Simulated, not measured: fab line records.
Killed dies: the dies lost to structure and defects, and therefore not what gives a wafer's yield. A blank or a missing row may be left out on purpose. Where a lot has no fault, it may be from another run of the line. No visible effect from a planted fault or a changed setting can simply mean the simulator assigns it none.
Chamber matching + flow n5_finfet + N5_BEOL_M1_DEP_57 on pecvd-03: 3 sister chambers
The step deposits SiCN from 3MS/NH3, target thk 8 nm, time 14 s. 6 wafers are shown with their chamber, then 8 later ones without.

== WAFERS PAIRED WITH THEIR CHAMBERS ==
| wafer  | chamber | throttle_valve_pct (%) | showerhead_plenum_p_Torr (Torr) |
|--------|---------|------------------------|---------------------------------|
| L591.2 | 1       | 9.1                    | 3.662                           |
| L591.4 | 0       | 9.3                    | 3.650                           |
| L592.1 | 2       | 8.3                    | 3.678                           |
| L592.3 | 0       | 9.8                    | 3.659                           |
| L592.6 | 2       | 8.4                    | 3.685                           |
| L594.3 | 1       | 9.1                    | 3.660                           |

== WAFERS WITH NO CHAMBER GIVEN ==
| wafer  | throttle_valve_pct (%) | showerhead_plenum_p_Torr (Torr) |
|--------|------------------------|---------------------------------|
| L594.4 | 8.5                    | 3.680                           |
| L594.5 | 8.7                    | 3.666                           |
| L607.1 | 9.0                    | 3.669                           |
| L607.4 | 9.5                    | 3.664                           |
| L607.5 | 9.3                    | 3.673                           |
| L608.1 | 9.2                    | 3.669                           |
| L608.4 | 9.5                    | 3.651                           |
| L608.6 | 8.6                    | 3.682                           |

== CHAMBER TAKEN BY EACH ==
| wafer  | from the rows above     | in truth |
|--------|-------------------------|----------|
| L594.4 | 2                       | 2        |
| L594.5 | can't be placed: 1 or 2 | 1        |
| L607.1 | 1                       | 1        |
| L607.4 | can't be placed: 1 or 0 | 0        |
| L607.5 | can't be placed: 1 or 0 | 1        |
| L608.1 | can't be placed: 1 or 0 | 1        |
| L608.4 | 0                       | 0        |
| L608.6 | 2                       | 2        |
Correct placement for 4 of the 8. From these rows, 4 cannot be placed; in 4 the true chamber is one of the candidates. 0 placed wrongly.
How it was worked out, from the rows above alone: a wafer's distance from a chamber is the root of the sum, over the readings, of the square of ((its reading less the chamber's mean) divided by the reading's scatter). The wafer belongs to the nearest chamber; if the next one is less than 2 further off, it can't be placed. A chamber's mean is the mean of its shown wafers. The scatter: the root of (the sum of the squares of (reading less its chamber's mean) over the shown wafers, divided by (wafers less chambers)).
